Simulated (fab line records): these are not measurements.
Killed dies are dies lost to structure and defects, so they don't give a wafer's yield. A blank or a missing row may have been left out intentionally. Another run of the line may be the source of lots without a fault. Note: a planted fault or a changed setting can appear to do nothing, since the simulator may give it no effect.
Which tool did it? ; flow n5 finfet ; 22 lots with 66 wafers sampled at 5 steps, on a route of 1938 steps

== WHAT THE GAUGES READ, wafer by wafer ==
N5_BEOL_M13_INSPECT_12: inspects for defects (macro).
lot;measured;on;raw defect count
L074;day 10 00:48;defect inspect-02;2 3 0
L077;day 10 23:29;defect inspect-02;1 1 2
L078;day 11 14:52;defect inspect-02;0 4 3
L075;day 11 18:07;defect inspect-02;4 1 1
L076;day 12 03:41;defect inspect-01;3 4 3
L080;day 12 08:11;defect inspect-01;4 2 3
L079;day 12 11:29;defect inspect-01;2 2 4
L081;day 13 10:27;defect inspect-01;5 3 1
L083;day 13 13:11;defect inspect-02;3 4 6
L082;day 13 12:46;defect inspect-02;1 0 1
L084;day 13 16:26;defect inspect-01;2 1 1
L085;day 13 20:25;defect inspect-02;3 3 1
L086;day 14 02:52;defect inspect-02;3 3 4
L087;day 14 13:14;defect inspect-02;7 1 2
L088;day 14 16:27;defect inspect-02;3 0 2
L090;day 15 09:27;defect inspect-01;0 2 2
L091;day 15 15:45;defect inspect-02;3 1 2
L092;day 15 22:23;defect inspect-01;3 0 1
L093;day 15 23:56;defect inspect-02;1 3 1
L094;day 16 00:04;defect inspect-02;1 2 0
L096;day 16 13:28;defect inspect-02;2 1 1
L097;day 16 20:10;defect inspect-01;3 1 3

== WHICH TOOL RAN EACH LOT (tool, then ch and the chambers of the sampled wafers, then the start) ==
lot;N5_BEOL_M12_STRIP_64;N5_BEOL_M12_DESCUM_33;N5_BEOL_M12_TRENCH_ETCH_34;N5_BEOL_M12_SPUTTER_43
L074;plasma asher-02 ch 0,1, day 9 18:31;rie diel-04 ch 0,1, day 9 19:05;rie diel-04 ch 0,1, day 9 19:27;pvd sputter-02, day 9 22:59
L077;plasma asher-01 ch 0,1, day 10 19:11;rie diel-03 ch 0,2,3, day 10 19:50;rie diel-03 ch 0,2,3, day 10 20:12;pvd sputter-01, day 10 21:18
L078;plasma asher-02 ch 0,1, day 11 09:32;rie diel-01 ch 0,1,3, day 11 10:43;rie diel-01 ch 0,1,3, day 11 11:05;pvd sputter-03, day 11 12:54
L075;plasma asher-01 ch 0,1, day 11 13:34;rie diel-04 ch 1,3, day 11 14:14;rie diel-04 ch 1,3, day 11 14:36;pvd sputter-01, day 11 16:16
L076;plasma asher-01 ch 0,1, day 11 22:35;rie diel-04 ch 0,1, day 11 23:08;rie diel-04 ch 0,1, day 11 23:31;pvd sputter-03, day 12 01:41
L080;plasma asher-02 ch 0,1, day 12 02:35;rie diel-03 ch 0,2,3, day 12 03:10;rie diel-03 ch 0,2,3, day 12 03:31;pvd sputter-01, day 12 06:29
L079;plasma asher-01 ch 0,1, day 12 06:04;rie diel-04 ch 0,1, day 12 06:45;rie diel-04 ch 0,1, day 12 07:07;pvd sputter-01, day 12 09:38
L081;plasma asher-02 ch 0, day 13 04:43;rie diel-03 ch 1,2, day 13 05:24;rie diel-03 ch 1,2, day 13 05:46;pvd sputter-01, day 13 08:44
L083;plasma asher-01 ch 0,1, day 13 05:00;rie diel-01 ch 0,1,3, day 13 05:50;rie diel-01 ch 0,1,3, day 13 06:12;pvd sputter-02, day 13 11:14
L082;plasma asher-01 ch 0,1, day 13 05:17;rie diel-03 ch 0,3, day 13 05:59;rie diel-03 ch 0,3, day 13 06:22;pvd sputter-03, day 13 11:03
L084;plasma asher-01 ch 1, day 13 12:35;rie diel-01 ch 2,3, day 13 13:16;rie diel-01 ch 2,3, day 13 13:38;pvd sputter-01, day 13 14:31
L085;plasma asher-02 ch 1, day 13 14:29;rie diel-01 ch 1,2, day 13 15:10;rie diel-01 ch 1,2, day 13 15:32;pvd sputter-03, day 13 18:02
L086;plasma asher-01 ch 0,1, day 13 21:36;rie diel-04 ch 0,3, day 13 22:20;rie diel-04 ch 0,3, day 13 22:42;pvd sputter-03, day 14 00:57
L087;plasma asher-01 ch 0,1, day 14 09:03;rie diel-03 ch 0,1,2, day 14 09:48;rie diel-03 ch 0,1,2, day 14 10:10;pvd sputter-02, day 14 11:19
L088;plasma asher-01 ch 0,1, day 14 11:20;rie diel-01 ch 0,1, day 14 11:56;rie diel-01 ch 0,1, day 14 12:18;pvd sputter-03, day 14 14:41
L090;plasma asher-02 ch 0,1, day 15 02:23;rie diel-04 ch 0,1,2, day 15 03:08;rie diel-04 ch 0,1,2, day 15 03:29;pvd sputter-02, day 15 07:35
L091;plasma asher-01 ch 0,1, day 15 11:09;rie diel-01 ch 0,2, day 15 11:50;rie diel-01 ch 0,2, day 15 12:12;pvd sputter-02, day 15 13:53
L092;plasma asher-02 ch 0,1, day 15 16:22;rie diel-04 ch 0,3, day 15 17:09;rie diel-04 ch 0,3, day 15 17:31;pvd sputter-01, day 15 20:40
L093;plasma asher-02 ch 0,1, day 15 16:43;rie diel-01 ch 2,3, day 15 17:54;rie diel-01 ch 2,3, day 15 18:26;pvd sputter-02, day 15 22:05
L094;plasma asher-02 ch 0,1, day 15 19:08;rie diel-04 ch 0,1,3, day 15 19:43;rie diel-04 ch 0,1,3, day 15 20:05;pvd sputter-01, day 15 22:06
L096;plasma asher-01 ch 0,1, day 16 09:16;rie diel-01 ch 0,1, day 16 09:53;rie diel-01 ch 0,1, day 16 10:15;pvd sputter-01, day 16 11:43
L097;plasma asher-01 ch 0,1, day 16 13:18;rie diel-01 ch 1,2, day 16 14:06;rie diel-01 ch 1,2, day 16 14:28;pvd sputter-03, day 16 18:19
- N5_BEOL_M12_STRIP_64: strips in N2/H2.
- N5_BEOL_M12_DESCUM_33: chemistry O2, time 7.9 s.
- N5_BEOL_M12_TRENCH_ETCH_34: etches SiOC in C4F8/O2/Ar, target depth 318.95 nm, time 125.5 s.
- N5_BEOL_M12_SPUTTER_43: material TaN, target thk 15 nm, time 24.19 s.

== WHAT THE TOOLS THEMSELVES READ (means of the sampled wafers that have a number; where no wafer has one, the mark that the record gives instead) ==
N5_BEOL_M12_STRIP_64.
lot;tool;drypump motor current A (A);heater power w (W);oes product au (a.u.);strip time to endpoint s (s)
L074;plasma asher-02;5.80;354;0.716;31.22
L077;plasma asher-01;5.82;346;0.713;31.32
L078;plasma asher-02;5.85;377;0.718;31.28
L075;plasma asher-01;5.80;344;0.716;31.32
L076;plasma asher-01;5.85;332;0.711;31.31
L080;plasma asher-02;5.87;374;0.714;31.32
L079;plasma asher-01;5.83;325;0.717;31.32
L081;plasma asher-02;5.89;413;0.714;31.35
L083;plasma asher-01;5.82;325;0.713;31.26
L082;plasma asher-01;5.85;341;0.710;31.33
L084;plasma asher-01;5.86;306;0.711;31.36
L085;plasma asher-02;5.79;332;0.712;31.33
L086;plasma asher-01;5.82;345;0.716;31.31
L087;plasma asher-01;5.82;327;0.720;31.34
L088;plasma asher-01;5.84;347;0.716;31.27
L090;plasma asher-02;5.85;381;0.717;31.24
L091;plasma asher-01;5.83;327;0.715;31.39
L092;plasma asher-02;5.81;354;0.718;31.26
L093;plasma asher-02;5.83;386;0.719;31.28
L094;plasma asher-02;5.83;360;0.717;31.38
L096;plasma asher-01;5.83;348;0.710;31.27
L097;plasma asher-01;5.80;325;0.718;31.31

N5_BEOL_M12_DESCUM_33.
lot;tool;drypump motor current A (A);oes product au (a.u.);rf vpp V (V);showerhead plenum p Torr (Torr);throttle valve pct (%)
L074;rie diel-04;5.6;0.74;244.2;2.13;20.59
L077;rie diel-03;5.8;0.79;242.7;2.09;20.39
L078;rie diel-01;6.4;0.79;242.8;2.13;20.57
L075;rie diel-04;5.9;0.85;242.8;2.09;20.36
L076;rie diel-04;5.5;0.91;243.2;2.10;20.28
L080;rie diel-03;5.8;0.89;243.6;2.09;20.26
L079;rie diel-04;5.6;0.82;243.8;2.13;20.49
L081;rie diel-03;5.9;0.83;243.2;2.05;20.49
L083;rie diel-01;6.4;0.78;244.5;2.12;20.59
L082;rie diel-03;5.9;0.94;242.8;2.07;20.11
L084;rie diel-01;6.0;0.77;243.1;2.10;20.51
L085;rie diel-01;6.1;0.71;243.0;2.07;20.44
L086;rie diel-04;5.6;0.91;243.3;2.05;20.15
L087;rie diel-03;5.8;0.83;243.0;2.08;20.38
L088;rie diel-01;6.5;0.73;243.6;2.10;20.63
L090;rie diel-04;5.4;0.76;242.8;2.09;20.52
L091;rie diel-01;6.1;0.74;243.8;2.11;20.42
L092;rie diel-04;5.6;0.88;241.7;2.05;20.18
L093;rie diel-01;6.0;0.75;242.9;2.10;20.54
L094;rie diel-04;5.7;0.82;242.7;2.08;20.37
L096;rie diel-01;6.6;0.90;243.1;2.09;20.40
L097;rie diel-01;6.4;0.87;243.2;2.05;20.33

N5_BEOL_M12_TRENCH_ETCH_34.
lot;tool;bias w (W);drypump motor current A (A);oes product au (a.u.);rf vpp V (V);showerhead plenum p Torr (Torr);throttle valve pct (%)
L074;rie diel-04;699.0;5.6;0.73;666.9;3.48;24.33
L077;rie diel-03;701.3;5.8;0.80;665.0;3.41;24.10
L078;rie diel-01;701.0;6.4;0.79;666.4;3.48;24.40
L075;rie diel-04;698.6;5.9;0.84;665.3;3.41;24.13
L076;rie diel-04;699.0;5.5;0.89;666.2;3.42;24.05
L080;rie diel-03;699.8;5.8;0.88;665.0;3.40;24.01
L079;rie diel-04;699.5;5.6;0.81;666.3;3.47;24.26
L081;rie diel-03;699.5;5.9;0.83;663.8;3.35;24.25
L083;rie diel-01;700.8;6.4;0.77;667.6;3.47;24.43
L082;rie diel-03;701.3;6.0;0.94;665.1;3.39;23.89
L084;rie diel-01;700.3;6.0;0.77;666.4;3.43;24.30
L085;rie diel-01;698.6;6.2;0.71;665.1;3.40;24.26
L086;rie diel-04;697.7;5.6;0.89;664.3;3.35;23.91
L087;rie diel-03;699.3;5.8;0.82;666.3;3.40;24.14
L088;rie diel-01;699.9;6.6;0.73;666.2;3.44;24.48
L090;rie diel-04;700.6;5.4;0.77;665.2;3.41;24.32
L091;rie diel-01;699.2;6.1;0.73;666.6;3.46;24.24
L092;rie diel-04;699.4;5.6;0.88;663.6;3.34;23.93
L093;rie diel-01;701.8;6.0;0.75;665.9;3.42;24.33
L094;rie diel-04;699.8;5.7;0.81;664.9;3.40;24.13
L096;rie diel-01;698.4;6.5;0.91;665.4;3.43;24.28
L097;rie diel-01;698.5;6.4;0.86;664.3;3.37;24.22

N5_BEOL_M12_SPUTTER_43.
lot;tool;throttle valve pct (%)
L074;pvd sputter-02;28.9
L077;pvd sputter-01;29.3
L078;pvd sputter-03;29.7
L075;pvd sputter-01;30.2
L076;pvd sputter-03;29.6
L080;pvd sputter-01;30.1
L079;pvd sputter-01;29.5
L081;pvd sputter-01;29.9
L083;pvd sputter-02;29.9
L082;pvd sputter-03;29.4
L084;pvd sputter-01;30.7
L085;pvd sputter-03;29.0
L086;pvd sputter-03;28.4
L087;pvd sputter-02;29.0
L088;pvd sputter-03;29.5
L090;pvd sputter-02;29.2
L091;pvd sputter-02;29.1
L092;pvd sputter-01;29.8
L093;pvd sputter-02;29.5
L094;pvd sputter-01;30.9
L096;pvd sputter-01;30.2
L097;pvd sputter-03;30.2

== THE ANSWER, worked out from the rows above alone ==
Rule: usual is defined by the lots themselves. The widest of any qualifying gaps counts: lots, ordered by their means at a reading, are off when they make up no more than a third of the lots, leave a main group of 4 or more, and stand apart from it by 3 or more times the standard deviation of that group's means. The tables above print the reading to a certain number of digits; a main group whose means all agree to those digits is not used. A lot without any number at a reading at which 4 lots or more have one is off too. Any other lot the step has rows for is counted as sound. First the gauges in route order, then the tools' own readings, where a lot's mean is used as printed above. At the first step where some lot is off, the reading lying furthest off is the one used; lots without a number count as furthest.
Nothing can be told from this: no lot is off at any reading shown.

== WHAT THE SIMULATOR PUT IN ==
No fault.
